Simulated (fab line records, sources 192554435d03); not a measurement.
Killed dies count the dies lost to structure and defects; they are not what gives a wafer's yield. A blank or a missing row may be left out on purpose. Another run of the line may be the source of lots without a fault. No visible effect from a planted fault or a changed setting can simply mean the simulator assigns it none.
Matching of chambers || flow n5-finfet || 4 sister chambers for N5_DUMMY_GATE_ETCH_31 on rie-diel-03
The step etches SiO2 in C4F6/O2, target depth 82.5 nm, time 27.5 s. 16 wafers are shown with their chamber, then 8 later ones without.

EACH WAFER AND ITS CHAMBER
{"wafer": "L082.2", "chamber": 0, "rf-vpp-V (V)": 685, "drypump-motor-current-A (A)": 5.6, "showerhead-plenum-p-Torr (Torr)": 2.81}
{"wafer": "L082.3", "chamber": 1, "rf-vpp-V (V)": 664, "drypump-motor-current-A (A)": 4.9, "showerhead-plenum-p-Torr (Torr)": 2.81}
{"wafer": "L082.4", "chamber": 3, "rf-vpp-V (V)": 637, "drypump-motor-current-A (A)": 6.0, "showerhead-plenum-p-Torr (Torr)": 2.86}
{"wafer": "L084.1", "chamber": 0, "rf-vpp-V (V)": 685, "drypump-motor-current-A (A)": 5.6, "showerhead-plenum-p-Torr (Torr)": 2.81}
{"wafer": "L084.4", "chamber": 1, "rf-vpp-V (V)": 665, "drypump-motor-current-A (A)": 4.9, "showerhead-plenum-p-Torr (Torr)": 2.81}
{"wafer": "L084.5", "chamber": 0, "rf-vpp-V (V)": 686, "drypump-motor-current-A (A)": 5.6, "showerhead-plenum-p-Torr (Torr)": 2.81}
{"wafer": "L086.3", "chamber": 1, "rf-vpp-V (V)": 665, "drypump-motor-current-A (A)": 4.9, "showerhead-plenum-p-Torr (Torr)": 2.81}
{"wafer": "L086.4", "chamber": 0, "rf-vpp-V (V)": 684, "drypump-motor-current-A (A)": 5.6, "showerhead-plenum-p-Torr (Torr)": 2.81}
{"wafer": "L086.5", "chamber": 3, "rf-vpp-V (V)": 637, "drypump-motor-current-A (A)": 6.0, "showerhead-plenum-p-Torr (Torr)": 2.86}
{"wafer": "L089.4", "chamber": 0, "rf-vpp-V (V)": 684, "drypump-motor-current-A (A)": 5.6, "showerhead-plenum-p-Torr (Torr)": 2.80}
{"wafer": "L089.5", "chamber": 2, "rf-vpp-V (V)": 673, "drypump-motor-current-A (A)": 5.6, "showerhead-plenum-p-Torr (Torr)": 2.91}
{"wafer": "L089.6", "chamber": 3, "rf-vpp-V (V)": 638, "drypump-motor-current-A (A)": 6.0, "showerhead-plenum-p-Torr (Torr)": 2.86}
{"wafer": "L091.1", "chamber": 1, "rf-vpp-V (V)": 666, "drypump-motor-current-A (A)": 4.9, "showerhead-plenum-p-Torr (Torr)": 2.80}
{"wafer": "L091.3", "chamber": 2, "rf-vpp-V (V)": 673, "drypump-motor-current-A (A)": 5.6, "showerhead-plenum-p-Torr (Torr)": 2.90}
{"wafer": "L091.6", "chamber": 1, "rf-vpp-V (V)": 664, "drypump-motor-current-A (A)": 4.9, "showerhead-plenum-p-Torr (Torr)": 2.81}
{"wafer": "L094.1", "chamber": 2, "rf-vpp-V (V)": 673, "drypump-motor-current-A (A)": 5.7, "showerhead-plenum-p-Torr (Torr)": 2.90}

SIGNATURES (means of the wafers above)
{"reading": "rf-vpp-V", "chamber 0": 684.80, "chamber 1": 664.80, "chamber 2": 673.00, "chamber 3": 637.33, "scatter within a chamber": 0.723}
{"reading": "drypump-motor-current-A", "chamber 0": 5.600, "chamber 1": 4.900, "chamber 2": 5.633, "chamber 3": 6.000, "scatter within a chamber": 0.0236}
{"reading": "showerhead-plenum-p-Torr", "chamber 0": 2.8080, "chamber 1": 2.8080, "chamber 2": 2.9033, "chamber 3": 2.8600, "scatter within a chamber": 0.00435}
Rule: a wafer lies at a distance from a chamber equal to the root of the sum of squares, over the readings, of (its reading less the chamber's mean, divided by the reading's scatter). The wafer belongs to the nearest chamber; if the next one is less than 2 further off, it can't be placed. The scatter is the square root of a quotient: the sum, over the shown wafers, of each reading's squared deviation from its chamber's mean, divided by wafers minus chambers.

WAFERS MISSING THEIR CHAMBER
{"wafer": "L094.4", "rf-vpp-V (V)": 665, "drypump-motor-current-A (A)": 4.9, "showerhead-plenum-p-Torr (Torr)": 2.80}
{"wafer": "L094.5", "rf-vpp-V (V)": 666, "drypump-motor-current-A (A)": 4.9, "showerhead-plenum-p-Torr (Torr)": 2.80}
{"wafer": "L095.1", "rf-vpp-V (V)": 673, "drypump-motor-current-A (A)": 5.6, "showerhead-plenum-p-Torr (Torr)": 2.90}
{"wafer": "L095.3", "rf-vpp-V (V)": 665, "drypump-motor-current-A (A)": 4.9, "showerhead-plenum-p-Torr (Torr)": 2.80}
{"wafer": "L095.5", "rf-vpp-V (V)": 638, "drypump-motor-current-A (A)": 6.0, "showerhead-plenum-p-Torr (Torr)": 2.85}
{"wafer": "L097.2", "rf-vpp-V (V)": 665, "drypump-motor-current-A (A)": 4.9, "showerhead-plenum-p-Torr (Torr)": 2.80}
{"wafer": "L097.3", "rf-vpp-V (V)": 685, "drypump-motor-current-A (A)": 5.5, "showerhead-plenum-p-Torr (Torr)": 2.80}
{"wafer": "L097.5", "rf-vpp-V (V)": 665, "drypump-motor-current-A (A)": 4.9, "showerhead-plenum-p-Torr (Torr)": 2.80}

EACH ONE'S CHAMBER
{"wafer": "L094.4", "from the rows above": 1, "in truth": 1}
{"wafer": "L094.5", "from the rows above": 1, "in truth": 1}
{"wafer": "L095.1", "from the rows above": 2, "in truth": 2}
{"wafer": "L095.3", "from the rows above": 1, "in truth": 1}
{"wafer": "L095.5", "from the rows above": 3, "in truth": 3}
{"wafer": "L097.2", "from the rows above": 1, "in truth": 1}
{"wafer": "L097.3", "from the rows above": 0, "in truth": 0}
{"wafer": "L097.5", "from the rows above": 1, "in truth": 1}
Placed correctly: 8 of 8. Number that these rows cannot place: 0. Wrongly placed: 0.
